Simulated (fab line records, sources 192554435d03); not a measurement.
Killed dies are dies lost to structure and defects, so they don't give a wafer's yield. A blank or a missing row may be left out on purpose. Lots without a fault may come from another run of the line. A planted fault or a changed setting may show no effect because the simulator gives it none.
Split-lot experiment | flow n5_finfet | 7 lots, 39 wafers read, on a route of 1938 steps

THE SPLIT
At N5_DUMMY_GATE_ETCH_31 (etches SiO2 in C4F6/O2, target depth 82.5 nm, time 27.5 s), the setting target_depth_a was moved away from the recipe's 825 angstrom on 15 of the 39 wafers read, by -9.7% to +10.2%. The other wafers ran this setting at the recipe's value.

The reading is taken at the split's own step.

THE READING
etch.depth_nm (the simulator's own value, which no gauge read), in nm, at N5_DUMMY_GATE_ETCH_31 (etches SiO2 in C4F6/O2, target depth 82.5 nm, time 27.5 s). The file gives no usual value for it. The 24 wafers here that ran the recipe average 81.94 nm, standard deviation 0.82 nm.

wafer  | tool, chamber at the split | target_depth_a as run, angstrom | against the recipe | etch.depth_nm, nm | against lot-mates on the recipe
L076.1 | rie_diel-04, 1             | 825                             | recipe             | 82.76             | -
L076.2 | rie_diel-04, 2             | 825                             | recipe             | 82.87             | -
L076.3 | rie_diel-04, 3             | 909                             | +10.2%             | 90.69             | +8.20
L076.4 | rie_diel-04, 0             | 909                             | +10.2%             | 91.48             | +8.99
L076.5 | rie_diel-04, 3             | 825                             | recipe             | 81.84             | -
L076.6 | rie_diel-04, 2             | 909                             | +10.2%             | 91.51             | +9.02
L079.1 | rie_diel-05, 1             | 825                             | recipe             | 80.8              | -
L079.2 | rie_diel-05, 3             | 752.2                           | -8.8%              | 74.36             | -6.69
L079.3 | rie_diel-05, 0             | 752.2                           | -8.8%              | 74.66             | -6.39
L079.4 | rie_diel-05, 2             | 752.2                           | -8.8%              | 76.24             | -4.81
L079.5 | rie_diel-05, 1             | 825                             | recipe             | 81.07             | -
L079.6 | rie_diel-05, 0             | 825                             | recipe             | 81.29             | -
L085.1 | rie_diel-05, 2             | 825                             | recipe             | 83.33             | -
L085.2 | rie_diel-05, 0             | 868.1                           | +5.2%              | 86.04             | +4.24
L085.3 | rie_diel-05, 3             | 825                             | recipe             | 81.48             | -
L085.4 | rie_diel-05, 1             | 868.1                           | +5.2%              | 84.59             | +2.79
L085.5 | rie_diel-05, 2             | 868.1                           | +5.2%              | 88.15             | +6.35
L085.6 | rie_diel-05, 1             | 825                             | recipe             | 80.6              | -
L086.1 | rie_diel-05, 1             | 825                             | recipe             | 80.43             | -
L086.2 | rie_diel-05, 0             | 825                             | recipe             | 81                | -
L086.3 | rie_diel-05, 3             | 825                             | recipe             | 81.11             | -
L086.4 | rie_diel-05, 2             | 862                             | +4.5%              | 87.41             | +6.56
L086.5 | rie_diel-05, 2             | 862                             | +4.5%              | 87.13             | +6.28
L086.6 | rie_diel-05, 1             | 862                             | +4.5%              | 83.61             | +2.76
L088.1 | rie_diel-04, 3             | 825                             | recipe             | 82.02             | -
L088.2 | rie_diel-04, 0             | 825                             | recipe             | 82.08             | -
L088.3 | rie_diel-04, 2             | 825                             | recipe             | 82.69             | -
L088.4 | rie_diel-04, 1             | 825                             | recipe             | 82.59             | -
L088.5 | rie_diel-04, 3             | 825                             | recipe             | 82                | -
L088.6 | rie_diel-04, 0             | 825                             | recipe             | 81.63             | -
L092.2 | rie_diel-03, 0             | 825                             | recipe             | 82.98             | -
L092.3 | rie_diel-03, 3             | 825                             | recipe             | 82.28             | -
L092.6 | rie_diel-03, 2             | 825                             | recipe             | 82.63             | -
L096.1 | rie_diel-04, 0             | 825                             | recipe             | 81.79             | -
L096.2 | rie_diel-04, 1             | 825                             | recipe             | 83.08             | -
L096.3 | rie_diel-04, 3             | 744.6                           | -9.7%              | 74.29             | -8.10
L096.4 | rie_diel-04, 3             | 744.6                           | -9.7%              | 74.04             | -8.35
L096.5 | rie_diel-04, 1             | 744.6                           | -9.7%              | 75.23             | -7.16
L096.6 | rie_diel-04, 0             | 825                             | recipe             | 82.31             | -

THE FIT
A straight line over all 39 wafers: etch.depth_nm changes by +0.828 nm for each +1% of target_depth_a; r = +0.97; the points scatter about the line by 1 nm.
The same after taking each lot's own level away (the mean of its wafers on the recipe; 39 wafers): +0.817 nm for each +1%; r = +0.97; scatter 0.97 nm.
On that fit, the largest move of target_depth_a shifts the reading by 8.3 nm.
The lots' own levels span 80.847 to 82.630 nm, that is 2.2 times the standard deviation above.
So the lot-to-lot level changes the slope little: the two slopes agree.
Check: with one of the wafers moved furthest among these (+10.2%) left out of the fit, the line predicts +8.64 nm for it against its lot-mates. It came out at +8.2 nm against them.

OTHER SPLITS ON THESE WAFERS
These wafers also went through other splits before the reading. Each is held against what the fit with the lots' levels taken away leaves over:
other split on the same wafers          | wafers away from the commonest value | r with etch.depth_nm (lot level and that fit taken away)
N5_WELL_APT_IMPLANT_15 energy_kev       | 9                                    | -0.32
N5_WELL_APT_IMPLANT_32 energy_kev       | 15                                   | +0.26
N5_FIN_SAQP_SPACER2_ALD_28 target_thk_a | 15                                   | -0.23

THE FILE'S OWN FIT
etch.depth_nm changes by +0.818 nm for each +1% of target_depth_a, r = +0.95.
